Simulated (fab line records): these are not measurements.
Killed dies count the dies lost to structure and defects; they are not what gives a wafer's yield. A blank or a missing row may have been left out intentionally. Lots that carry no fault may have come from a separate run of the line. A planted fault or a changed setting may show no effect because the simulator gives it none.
Comparing a struck lot with a sound one / flow nand harc / 13 steps out of a route of 1159
Sound: these wafers, L692.1, L692.2, L692.6. Struck: wafers L687.3, L687.4 (left out: L687.1, a lot-mate that was not struck); the cause follows at the end.
Each step with rows lists, per side, the tool, then ch with its chambers, then its first start. Under that, the readings that differ: sound wafers / struck wafers / difference of the means / sigmas: that difference in standard deviations of wafers without a fault.
alike: readings whose means differ by less than 2 such deviations, and words and numbers that are the same on both sides. not compared: withheld readings, readings that some wafer has no value for, bounds like >300 that may hide the same value, and numbers for which the record gives no deviation and whose values overlap.
Wherever a step has rows on one side only, a row that says differs or no value, or a row with sigmas, the two part there. Numbers that don't overlap but have no deviation are shown without sigmas and don't part them. A reading missing from all wafers of one side parts the sides only when that side holds two or more wafers.

first, 1 step without rows for these wafers: NHARC_A_SLIT_SRD_20.
NHARC_A_SLIT_CD_MEAS_21:
  sound on cd sem-03, day 18 23:37; struck on cd sem-03, day 17 12:58
  alike: cd nm
then, 3 steps without rows for these wafers: NHARC_A_SIN_REMOVE_WET_00 (chemistry H3PO4, time 15300 s); NHARC_A_SIN_REMOVE_PRECLEAN_01 (cleans in SC1); NHARC_A_SIN_REMOVE_SRD_02.
NHARC_A_SIN_REMOVE_INSPECT_04:
  sound on defect inspect-02, day 19 05:27; struck on defect inspect-01, day 17 20:28
  alike: raw defect count
NHARC_A_WL_FILL_ALD_00: deposits Al2O3, target thk 3 nm, pulse time 3 s, ald cycles 30.
  sound on ald hk-01 ch 1,2,3, day 19 05:34; struck on ald hk-01 ch 1,3, day 17 20:33
  alike: heater power w, precursor pulse height rel
  not compared: since wet clean h
NHARC_A_WL_FILL_RTA_01: time 5 s.
  sound on rtp anneal-01 ch 0, day 19 05:54; struck on rtp anneal-01 ch 0, day 17 20:49
  alike: lamp power pct, lamp_zone_1_pct, wafer_temp_C_max
NHARC_A_WL_FILL_ALD_02: deposits TiN, target thk 2 nm, pulse time 3 s, ald cycles 100.
  sound on ald metal-03 ch 1,3, day 19 06:12; struck on ald metal-03 ch 1,3, day 17 21:01
reading=precursor pulse height rel; sound=1.028 0.999 1.003; struck=0.950 0.992; difference=-0.039; sigmas=-2
  alike: heater power w
  not compared: since wet clean h
NHARC_A_WL_FILL_CVD_03: deposits W, target thk 40 nm, time 3302 s.
  sound on cvd w-02 ch 0,1, day 19 09:11; struck on cvd w-02 ch 0,1, day 17 22:38
  alike: heater power w, throttle valve pct
  not compared: since wet clean h
NHARC_A_WL_FILL_ETCHBACK_04: etches the open film in NF3, target depth 60 nm, time 120 s.
  sound on rie metal-02 ch 0,1, day 19 12:30; struck on rie metal-03 ch 0,1, day 18 02:01
reading=oes product au (a.u.); sound=1.012 1.003 1.003; struck=0.790 0.795; difference=-0.214; sigmas=-28
  alike: drypump motor current A
  not compared: rf hours counter h
NHARC_A_WL_FILL_ETCHBACK_05: etches the open film in Cl2/BCl3, target depth 22 nm, time 60 s.
  sound on rie metal-02 ch 0,1, day 19 12:44; struck on rie metal-03 ch 0,1, day 18 02:14
  alike: drypump motor current A, oes product au
  not compared: rf hours counter h
-- record jumps: 4 days between struck wafers' starts before vs after; left off in module A_WL_FILL, resumes in module END, first step shown is number 1159 of the route --
NHARC_END_SORT_01:
  sound on prober-02 ch 0, day 23 11:04; struck on prober-02 ch 0, day 22 08:21
reading=killed at array; sound=26 14 17; struck=202 195; difference=+180; sigmas=+16
reading=killed dies; sound=29 18 19; struck=207 198; difference=+180; sigmas=+16
  alike: killed at other, killed at periphery, killed open, killed short

== WHERE THEY PART ==
Last at NHARC_END_SORT_01 as far as this record goes, first at NHARC_A_WL_FILL_ALD_02.

WHY: whatever the simulator had introduced
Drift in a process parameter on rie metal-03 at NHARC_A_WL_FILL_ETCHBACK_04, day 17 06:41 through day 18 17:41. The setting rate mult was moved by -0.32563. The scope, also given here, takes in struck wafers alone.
